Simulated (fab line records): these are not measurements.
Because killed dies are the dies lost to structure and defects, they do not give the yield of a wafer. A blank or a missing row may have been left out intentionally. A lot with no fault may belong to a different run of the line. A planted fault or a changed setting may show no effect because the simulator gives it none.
Chamber matching	flow nand_harc	NHARC_A_STAIRCASE_ETCH_444 on rie_diel-04 has 4 sister chambers
The step etches the open film in C4F8/O2, target depth 20400 nm, time 6800 s. 18 wafers are shown with their chamber, then 9 later ones without.

## WAFERS PAIRED WITH THEIR CHAMBERS
wafer	chamber	rf_vpp_V (V)	oes_product_au (a.u.)	chamber_pressure_mTorr (mTorr)
L074.1	2	806	0.925	25.014
L074.4	1	814	0.916	25.007
L074.6	0	815	0.929	25.011
L078.4	1	815	0.905	24.962
L078.5	0	815	0.940	25.045
L078.6	3	799	0.939	25.010
L086.2	0	816	0.928	24.985
L086.5	3	800	0.945	24.990
L086.6	0	813	0.935	25.018
L090.1	0	815	0.918	24.999
L090.2	1	813	0.899	25.012
L090.3	2	807	0.928	25.000
L091.1	0	814	0.919	25.007
L091.2	2	805	0.930	25.023
L091.3	1	813	0.913	25.034
L093.1	3	817	0.915	24.986
L093.2	2	806	0.909	24.981
L093.5	2	806	0.918	24.986

SIGNATURES (averages over the wafers above)
reading	chamber 0	chamber 1	chamber 2	chamber 3	scatter within a chamber
rf_vpp_V	814.67	813.75	806.00	805.33	3.92
oes_product_au	0.92817	0.90825	0.92200	0.93300	0.00983
chamber_pressure_mTorr	25.01083	25.00375	25.00080	24.99533	0.0214
Rule: a wafer's distance from a chamber is the root of the sum, over the readings, of the square of ((its reading less the chamber's mean) divided by the reading's scatter). If the next closest chamber is less than 2 further off than the closest, the wafer can't be placed; otherwise it belongs to the closest. The scatter: take each reading less its chamber's mean, square it, sum over the shown wafers, divide by the number of wafers less the number of chambers, and take the root.

## WAFERS WITH NO CHAMBER GIVEN
wafer	rf_vpp_V (V)	oes_product_au (a.u.)	chamber_pressure_mTorr (mTorr)
L094.1	815	0.920	24.945
L094.3	811	0.911	25.012
L094.5	817	0.930	24.967
L096.1	804	0.931	25.002
L096.3	811	0.903	25.036
L096.4	815	0.912	24.994
L097.2	804	0.929	25.004
L097.5	814	0.914	24.987
L097.6	813	0.912	24.976

## WHICH CHAMBER EACH ONE RAN IN
wafer	from the rows above	in truth
L094.1	can't be placed: 1 or 0 or 2 or 3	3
L094.3	can't be placed: 1 or 2 or 0 or 3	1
L094.5	can't be placed: 0 or 1 or 3 or 2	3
L096.1	can't be placed: 3 or 2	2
L096.3	can't be placed: 1 or 2 or 0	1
L096.4	can't be placed: 1 or 0 or 2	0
L097.2	can't be placed: 3 or 2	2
L097.5	can't be placed: 1 or 0 or 2 or 3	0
L097.6	can't be placed: 1 or 0 or 2 or 3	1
Placed correctly: 0 of 9. Can't be placed from these rows: 9 (the true chamber is among the candidates in 9). Number placed wrongly: 0.
